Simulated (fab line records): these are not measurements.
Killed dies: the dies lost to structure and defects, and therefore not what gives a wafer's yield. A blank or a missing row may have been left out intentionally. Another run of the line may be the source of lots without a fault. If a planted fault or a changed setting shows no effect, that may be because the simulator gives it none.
Matching of chambers + flow n5-finfet + N5_HKMG_FIN_ETCH_32 on rie-diel-04: 4 sister chambers
The step etches SOC in N2/H2, target depth 240 nm, time 300 s. 4 wafers are shown with their chamber, then 8 later ones without.

EACH WAFER AND ITS CHAMBER
| wafer  | chamber | drypump-motor-current-A (A) |
|--------|---------|-----------------------------|
| L080.1 | 1       | 4.8                         |
| L086.3 | 3       | 5.4                         |
| L086.4 | 2       | 5.7                         |
| L088.1 | 0       | 5.5                         |

WAFERS WITH NO CHAMBER GIVEN
| wafer  | drypump-motor-current-A (A) |
|--------|-----------------------------|
| L088.2 | 5.4                         |
| L088.3 | 4.8                         |
| L091.3 | 5.6                         |
| L091.4 | 4.7                         |
| L091.6 | 5.7                         |
| L095.2 | 5.7                         |
| L095.3 | 4.8                         |
| L095.6 | 5.5                         |

CHAMBER TAKEN BY EACH
| wafer  | from the rows above     | in truth |
|--------|-------------------------|----------|
| L088.2 | 3                       | 3        |
| L088.3 | 1                       | 1        |
| L091.3 | can't be placed: 0 or 2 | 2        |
| L091.4 | 1                       | 1        |
| L091.6 | 2                       | 2        |
| L095.2 | 2                       | 2        |
| L095.3 | 1                       | 1        |
| L095.6 | 0                       | 0        |
Correctly placed: 7 of 8. These rows do not allow placing 1 (true chamber among the candidates in 1). Number placed wrongly: 0.
How it was worked out, from the rows above alone: a wafer's distance from a chamber is the root of the sum, over the readings, of the square of ((its reading less the chamber's mean) divided by the reading's scatter). If the next closest chamber is less than 2 further off than the closest, the wafer can't be placed; otherwise it belongs to the closest. Each chamber's mean is taken over the wafers shown for it. The scatter: root of mean squared gap, hidden wafer to nearest shown wafer, with one shown wafer a chamber.
